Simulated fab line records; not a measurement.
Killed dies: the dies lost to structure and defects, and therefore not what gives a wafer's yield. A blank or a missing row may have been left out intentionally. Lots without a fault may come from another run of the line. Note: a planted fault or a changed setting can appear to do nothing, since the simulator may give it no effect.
What tool caused it? / flow nand harc / 23 lots with 69 wafers sampled at 2 steps, on a route of 1159 steps

## WHAT THE GAUGES SHOWED, per wafer
NHARC_A_CHANNEL_HOLE_D1_CD_MEAS_10: target cd 100 nm. Usual: cd nm reads 100.1 nm (standard deviation 0.38).
lot=L074; measured=day 7 22:29; on=cd sem-02; cd nm (nm)=99.7 99.8 100.1; flag=
lot=L076; measured=day 8 15:34; on=cd sem-01; cd nm (nm)=99.8 99.8 100.3; flag=
lot=L075; measured=day 8 17:29; on=cd sem-01; cd nm (nm)=100.2 99.7 99.5; flag=
lot=L080; measured=day 8 21:58; on=cd sem-01; cd nm (nm)=100.4 100.3 101.0; flag=
lot=L079; measured=day 9 02:35; on=cd sem-02; cd nm (nm)=100.2 100.4 99.4; flag=
lot=L078; measured=day 9 06:26; on=cd sem-02; cd nm (nm)=100.3 100.2 100.3; flag=
lot=L081; measured=day 10 00:48; on=cd sem-02; cd nm (nm)=100.5 100.1 99.9; flag=
lot=L083; measured=day 10 11:06; on=cd sem-03; cd nm (nm)=99.6 99.5 99.8; flag=
lot=L082; measured=day 10 11:29; on=cd sem-02; cd nm (nm)=100.4 100.4 100.1; flag=
lot=L084; measured=day 10 19:22; on=cd sem-03; cd nm (nm)=99.6 99.9 99.3; flag=
lot=L085; measured=day 11 03:31; on=cd sem-02; cd nm (nm)=99.9 100.2 99.7; flag=
lot=L086; measured=day 11 10:03; on=cd sem-02; cd nm (nm)=100.2 100.4 99.8; flag=
lot=L087; measured=day 11 10:20; on=cd sem-03; cd nm (nm)=99.9 99.9 100.0; flag=
lot=L088; measured=day 11 10:38; on=cd sem-01; cd nm (nm)=100.2 99.7 100.1; flag=
lot=L089; measured=day 12 06:10; on=cd sem-02; cd nm (nm)=100.4 100.0 99.7; flag=
lot=L090; measured=day 12 06:23; on=cd sem-03; cd nm (nm)=99.6 100.0 100.4; flag=
lot=L092; measured=day 12 19:33; on=cd sem-01; cd nm (nm)=100.0 100.0 99.9; flag=
lot=L091; measured=day 12 19:45; on=cd sem-01; cd nm (nm)=99.7 100.5 100.3; flag=
lot=L094; measured=day 13 07:20; on=cd sem-02; cd nm (nm)=100.2 100.7 100.5; flag=
lot=L095; measured=day 13 08:00; on=cd sem-03; cd nm (nm)=100.3 100.6 100.2; flag=
lot=L093; measured=day 13 15:55; on=cd sem-02; cd nm (nm)=100.3 100.5 100.6; flag=
lot=L096; measured=day 13 16:23; on=cd sem-02; cd nm (nm)=100.7 100.2 100.7; flag=
lot=L097; measured=day 14 02:02; on=cd sem-02; cd nm (nm)=100.1 100.6 100.1; flag=

NHARC_A_CHANNEL_HOLE_D1_INSPECT_12. Usual: raw defect count reads 5.4 (standard deviation 2.6).
lot=L074; measured=day 7 22:36; on=defect inspect-01; raw defect count=6 10 3; flag=
lot=L076; measured=day 8 15:41; on=defect inspect-02; raw defect count=4 4 2; flag=
lot=L075; measured=day 8 17:36; on=defect inspect-01; raw defect count=3 7 8; flag=
lot=L080; measured=day 8 22:06; on=defect inspect-02; raw defect count=3 8 5; flag=
lot=L079; measured=day 9 02:42; on=defect inspect-02; raw defect count=1 2 1; flag=
lot=L078; measured=day 9 06:34; on=defect inspect-01; raw defect count=4 4 5; flag=
lot=L081; measured=day 10 00:56; on=defect inspect-01; raw defect count=4 4 4; flag=
lot=L083; measured=day 10 11:13; on=defect inspect-01; raw defect count=4 7 3; flag=
lot=L082; measured=day 10 11:37; on=defect inspect-02; raw defect count=7 12 4; flag=
lot=L084; measured=day 10 19:29; on=defect inspect-01; raw defect count=8 5 4; flag=
lot=L085; measured=day 11 03:39; on=defect inspect-02; raw defect count=4 7 8; flag=
lot=L086; measured=day 11 10:11; on=defect inspect-02; raw defect count=6 8 7; flag=
lot=L087; measured=day 11 10:28; on=defect inspect-02; raw defect count=2 4 1; flag=
lot=L088; measured=day 11 10:46; on=defect inspect-01; raw defect count=3 4 10; flag=
lot=L089; measured=day 12 06:18; on=defect inspect-02; raw defect count=2 12 5; flag=
lot=L090; measured=day 12 06:31; on=defect inspect-02; raw defect count=8 10 5; flag=
lot=L092; measured=day 12 19:40; on=defect inspect-01; raw defect count=5 4 6; flag=
lot=L091; measured=day 12 19:52; on=defect inspect-02; raw defect count=8 6 3; flag=
lot=L094; measured=day 13 07:28; on=defect inspect-01; raw defect count=1 9 5; flag=
lot=L095; measured=day 13 08:08; on=defect inspect-01; raw defect count=5 8 6; flag=
lot=L093; measured=day 13 16:02; on=defect inspect-01; raw defect count=9 10 5; flag=
lot=L096; measured=day 13 16:31; on=defect inspect-01; raw defect count=6 5 5; flag=
lot=L097; measured=day 14 02:10; on=defect inspect-01; raw defect count=10 7 8; flag=

## WHICH TOOL RAN EACH LOT (tool, then ch and the chambers of the sampled wafers, then the start)
Before these readings, the record contains no process step.

## AS READ BY THE TOOLS THEMSELVES (means over the sampled wafers that have a number; for cases with no such wafer, the mark the record gives instead)
The record holds no such reading with a usual standard deviation.

## THE ANSWER, worked out from the rows above alone
Rule: lot off if the mean of its wafers having a number is beyond 3 standard deviations from the usual mean. Also off: a lot with no number at a reading for which 4 or more lots have one. All remaining lots with rows at the step are treated as sound. After the gauges, taken in route order, come the tools' own readings; for these a lot's mean is taken, as printed above. The first step at which some lot is off is used, and at that step the reading that is off furthest; a lot without a number counts as furthest.
No lot is off at any reading shown: from this, nothing can be told.

## WHAT THE SIMULATOR HAD INSERTED
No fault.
